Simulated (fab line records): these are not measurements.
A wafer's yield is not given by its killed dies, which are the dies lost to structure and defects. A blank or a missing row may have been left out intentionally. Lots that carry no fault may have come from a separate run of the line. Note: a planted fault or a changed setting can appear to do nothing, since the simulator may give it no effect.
3 desks looking at one fault || flow n5-finfet || each desk has only its own numbers; what lay behind them comes last

== THE DEFECT DESK ==
For each lot, the counts of the inspections along the route, averaged over the sampled wafers that have a number. Marked OUT: a lot whose mean sits more than 4 standard deviations from the usual mean, which makes it out of limits; the brackets give that distance.
Columns: A = raw-defect-count at N5_HKMG_FIN_INSPECT_14, usual 1.9
{"lot": "L882", "first seen here": "day 4 22:34", "A": 1.0}
{"lot": "L883", "first seen here": "day 5 06:03", "A": 0.7}
{"lot": "L885", "first seen here": "day 5 17:31", "A": 2.7}
{"lot": "L886", "first seen here": "day 5 23:41", "A": 1.0}
{"lot": "L895", "first seen here": "day 8 03:49", "A": 2.0}
{"lot": "L898", "first seen here": "day 9 04:35", "A": 2.7}
This desk's finding: nothing out of limits on any of the 6 lots.

== AT THE TOOL OWNER'S DESK: litho-track-02 ==
The tool's own readings at N5_HKMG_FIN_COAT_29 (time 60 s, resist thk 300 nm): means of the sampled wafers that have a number, for each lot that ran on this tool. Marked OUT: a lot whose mean sits more than 4 standard deviations from the usual mean, which makes it out of limits; the brackets give that distance.
Columns: A = spin-speed-rpm at N5_HKMG_FIN_COAT_29, usual 1500.1 rpm
{"lot": "L882", "first seen here": "day 4 22:08", "A": 1499.5}
{"lot": "L883", "first seen here": "day 5 05:45", "A": 1500.1}
{"lot": "L885", "first seen here": "day 5 17:06", "A": "1683.3 (+99 or more) OUT"}
{"lot": "L886", "first seen here": "day 5 23:16", "A": "1682.5 (+99 or more) OUT"}
This desk's verdict: out of limits on L885, L886, starting with L885 at day 5 17:06 (spin-speed-rpm at N5_HKMG_FIN_COAT_29). Within limits: L882, L883.

== METROLOGY DESK ==
Means of the sampled wafers that have a number, per lot and without regard to the tool the lot ran on: this is what the gauges read. Marked OUT: a lot whose mean sits more than 4 standard deviations from the usual mean, which makes it out of limits; the brackets give that distance.
Columns: A = HK_THK at N5_HKMG_FIN_THK_MEAS_70, usual 1.598 nm; B = cd-nm at N5_HKMG_FIN_CD_MEAS_12, usual 93.1 nm; C = NWFM_OVL at N5_HKMG_FIN_OVL_MEAS_13, usual -0.1 nm
{"lot": "L882", "first seen here": "day 4 21:38", "A": 1.606, "B": 92.9, "C": -0.3}
{"lot": "L883", "first seen here": "day 5 05:15", "A": 1.604, "B": 92.8, "C": -0.6}
{"lot": "L885", "first seen here": "day 5 16:35", "A": 1.601, "B": 94.1, "C": 0.3}
{"lot": "L886", "first seen here": "day 5 22:46", "A": 1.582, "B": 93.5, "C": 0.9}
{"lot": "L895", "first seen here": "day 8 03:01", "A": 1.594, "B": 94.0, "C": -0.3}
{"lot": "L898", "first seen here": "day 9 03:47", "A": 1.599, "B": 91.5, "C": -0.4}
This desk's finding: nothing out of limits on any of the 6 lots.

== TAKEN TOGETHER ==
At day 5 17:06, on L885, L886, the tool owner's desk was in a position to raise an alarm.
The defect desk saw nothing out of limits.
From the metrology desk's view, nothing was out of limits.
The defect desk has L885, L886 on record, within its limits.
The metrology desk holds a record of L885, L886, inside its limits.
The lots listed all ran N5_HKMG_FIN_COAT_29 on litho-track-02.

== WHAT HAD BEEN PUT IN BY THE SIMULATOR ==
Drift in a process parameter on litho-track-02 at N5_HKMG_FIN_COAT_29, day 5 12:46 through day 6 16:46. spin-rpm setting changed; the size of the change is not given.
Lots struck among those shown: L885, L886.
How many hours passed from the start of the fault until each desk's first out-of-limits reading: the tool owner's desk, 4.
